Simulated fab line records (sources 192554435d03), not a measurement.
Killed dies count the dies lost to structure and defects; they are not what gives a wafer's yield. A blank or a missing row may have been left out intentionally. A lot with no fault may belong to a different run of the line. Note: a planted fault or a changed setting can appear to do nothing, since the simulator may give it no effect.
Split-lot trial / flow n5-finfet / 7 lots, 21 wafers read, on a route of 1938 steps

THE SPLIT
At N5_BEOL_M4_DESCUM_33 (chemistry O2, time 7 s), the setting time-s was moved away from the recipe's 7 s on 10 of the 21 wafers read, by -18.0% to +20.6%. The other wafers ran this setting at the recipe's value.

FROM THE SPLIT ON TO THE READING: in between, the file shows 1 step
- N5_BEOL_M4_ETCH_77: etches underlayer in N2/H2, target depth 6.5 nm, time 5.2 s

THE READING
CAR-EUV_of_BEOL_M4_COAT_22.thk-nm (the simulator's own value, which no gauge read), in nm, at N5_BEOL_M4_ETCH_69 (etches SiARC in CF4, target depth 15.6 nm, time 26 s). The file does not state a usual value for it. Across the 11 wafers here that went through the recipe, the average is 11.1 nm and the standard deviation 0.1 nm.

wafer=L076.3; tool, chamber at the split=rie-diel-04, 0; time-s as run, s=6.492; against the recipe=-7.3%; CAR-EUV_of_BEOL_M4_COAT_22.thk-nm, nm=11.4; against lot-mates on the recipe=+0.2
wafer=L076.4; tool, chamber at the split=rie-diel-04, 3; time-s as run, s=7; against the recipe=recipe; CAR-EUV_of_BEOL_M4_COAT_22.thk-nm, nm=11.2; against lot-mates on the recipe=-
wafer=L076.6; tool, chamber at the split=rie-diel-04, 0; time-s as run, s=7; against the recipe=recipe; CAR-EUV_of_BEOL_M4_COAT_22.thk-nm, nm=11.2; against lot-mates on the recipe=-
wafer=L077.1; tool, chamber at the split=rie-diel-01, 0; time-s as run, s=7.838; against the recipe=+12.0%; CAR-EUV_of_BEOL_M4_COAT_22.thk-nm, nm=10.8; against lot-mates on the recipe=-0.4
wafer=L077.2; tool, chamber at the split=rie-diel-01, 3; time-s as run, s=7; against the recipe=recipe; CAR-EUV_of_BEOL_M4_COAT_22.thk-nm, nm=11.2; against lot-mates on the recipe=-
wafer=L077.5; tool, chamber at the split=rie-diel-01, 3; time-s as run, s=7; against the recipe=recipe; CAR-EUV_of_BEOL_M4_COAT_22.thk-nm, nm=11.2; against lot-mates on the recipe=-
wafer=L085.1; tool, chamber at the split=rie-diel-04, 0; time-s as run, s=8.359; against the recipe=+19.4%; CAR-EUV_of_BEOL_M4_COAT_22.thk-nm, nm=10.4; against lot-mates on the recipe=no lot-mate on the recipe
wafer=L085.4; tool, chamber at the split=rie-diel-04, 0; time-s as run, s=8.359; against the recipe=+19.4%; CAR-EUV_of_BEOL_M4_COAT_22.thk-nm, nm=10.4; against lot-mates on the recipe=no lot-mate on the recipe
wafer=L085.5; tool, chamber at the split=rie-diel-04, 3; time-s as run, s=8.359; against the recipe=+19.4%; CAR-EUV_of_BEOL_M4_COAT_22.thk-nm, nm=10.4; against lot-mates on the recipe=no lot-mate on the recipe
wafer=L088.1; tool, chamber at the split=rie-diel-01, 2,0; time-s as run, s=7; against the recipe=recipe; CAR-EUV_of_BEOL_M4_COAT_22.thk-nm, nm=11.2; against lot-mates on the recipe=-
wafer=L088.4; tool, chamber at the split=rie-diel-01, 2,0; time-s as run, s=7; against the recipe=recipe; CAR-EUV_of_BEOL_M4_COAT_22.thk-nm, nm=11; against lot-mates on the recipe=-
wafer=L088.5; tool, chamber at the split=rie-diel-01, 1; time-s as run, s=8.444; against the recipe=+20.6%; CAR-EUV_of_BEOL_M4_COAT_22.thk-nm, nm=10.4; against lot-mates on the recipe=-0.7
wafer=L093.1; tool, chamber at the split=rie-diel-04, 3,0; time-s as run, s=5.74; against the recipe=-18.0%; CAR-EUV_of_BEOL_M4_COAT_22.thk-nm, nm=11.8; against lot-mates on the recipe=no lot-mate on the recipe
wafer=L093.3; tool, chamber at the split=rie-diel-04, 3,0; time-s as run, s=5.74; against the recipe=-18.0%; CAR-EUV_of_BEOL_M4_COAT_22.thk-nm, nm=11.8; against lot-mates on the recipe=no lot-mate on the recipe
wafer=L093.6; tool, chamber at the split=rie-diel-04, 3; time-s as run, s=5.74; against the recipe=-18.0%; CAR-EUV_of_BEOL_M4_COAT_22.thk-nm, nm=11.8; against lot-mates on the recipe=no lot-mate on the recipe
wafer=L094.2; tool, chamber at the split=rie-diel-01, 0,0,1; time-s as run, s=7; against the recipe=recipe; CAR-EUV_of_BEOL_M4_COAT_22.thk-nm, nm=11; against lot-mates on the recipe=-
wafer=L094.5; tool, chamber at the split=rie-diel-01, 0,0,1; time-s as run, s=7; against the recipe=recipe; CAR-EUV_of_BEOL_M4_COAT_22.thk-nm, nm=11; against lot-mates on the recipe=-
wafer=L094.6; tool, chamber at the split=rie-diel-01, 0,0,1; time-s as run, s=7; against the recipe=recipe; CAR-EUV_of_BEOL_M4_COAT_22.thk-nm, nm=11; against lot-mates on the recipe=-
wafer=L092.1; tool, chamber at the split=rie-diel-04, 0; time-s as run, s=6.014; against the recipe=-14.1%; CAR-EUV_of_BEOL_M4_COAT_22.thk-nm, nm=11.6; against lot-mates on the recipe=+0.6
wafer=L092.2; tool, chamber at the split=rie-diel-04, 1,2; time-s as run, s=7; against the recipe=recipe; CAR-EUV_of_BEOL_M4_COAT_22.thk-nm, nm=11; against lot-mates on the recipe=-
wafer=L092.3; tool, chamber at the split=rie-diel-04, 1,2; time-s as run, s=7; against the recipe=recipe; CAR-EUV_of_BEOL_M4_COAT_22.thk-nm, nm=11; against lot-mates on the recipe=-
The file does not say which wafer passed through which chamber wherever a row lists several chambers: such a row stands for several wafers.

THE FIT
A straight line over all 21 wafers: CAR-EUV_of_BEOL_M4_COAT_22.thk-nm changes by -0.0363 nm for each +1% of time-s; r = -0.98; the points scatter about the line by 0.084 nm.
The same after taking each lot's own level away (the mean of its wafers on the recipe; 15 wafers): -0.0356 nm for each +1%; r = -0.98; scatter 0.051 nm.
The reading moves by 0.73 nm for the largest change in time-s, on that fit.
From 11.00 to 11.20 nm: that is the span of the lots' own levels, equal to 2.0 times the standard deviation above.
The two slopes agree, so the slope changes little with the lot-to-lot level.
Check: with one of the wafers moved furthest among these (+20.6%) left out of the fit, the line predicts -0.763 nm for it against its lot-mates. Against them it came out at -0.7 nm.

THE WHOLE CHAIN: every reading that the file lists as answering this split, in the file's order
step=N5_BEOL_M4_DESCUM_33; what it does=chemistry O2, time 7 s; reading=CAR-EUV_of_BEOL_M4_COAT_22.thk-nm (the simulator's own value, which no gauge read); change (the file's fit)=-0.0339 nm for each +1% of the setting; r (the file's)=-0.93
step=N5_BEOL_M4_ETCH_77; what it does=etches underlayer in N2/H2, target depth 6.5 nm, time 5.2 s; reading=CAR-EUV_of_BEOL_M4_COAT_22.thk-nm (the simulator's own value, which no gauge read); change (the file's fit)=-0.0384 nm for each +1% of the setting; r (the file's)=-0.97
step=N5_BEOL_M4_ETCH_69; what it does=etches SiARC in CF4, target depth 15.6 nm, time 26 s; reading=CAR-EUV_of_BEOL_M4_COAT_22.thk-nm (the simulator's own value, which no gauge read); change (the file's fit)=-0.0355 nm for each +1% of the setting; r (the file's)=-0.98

FILE'S OWN FIT
CAR-EUV_of_BEOL_M4_COAT_22.thk-nm changes by -0.0355 nm for each +1% of time-s, r = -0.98.
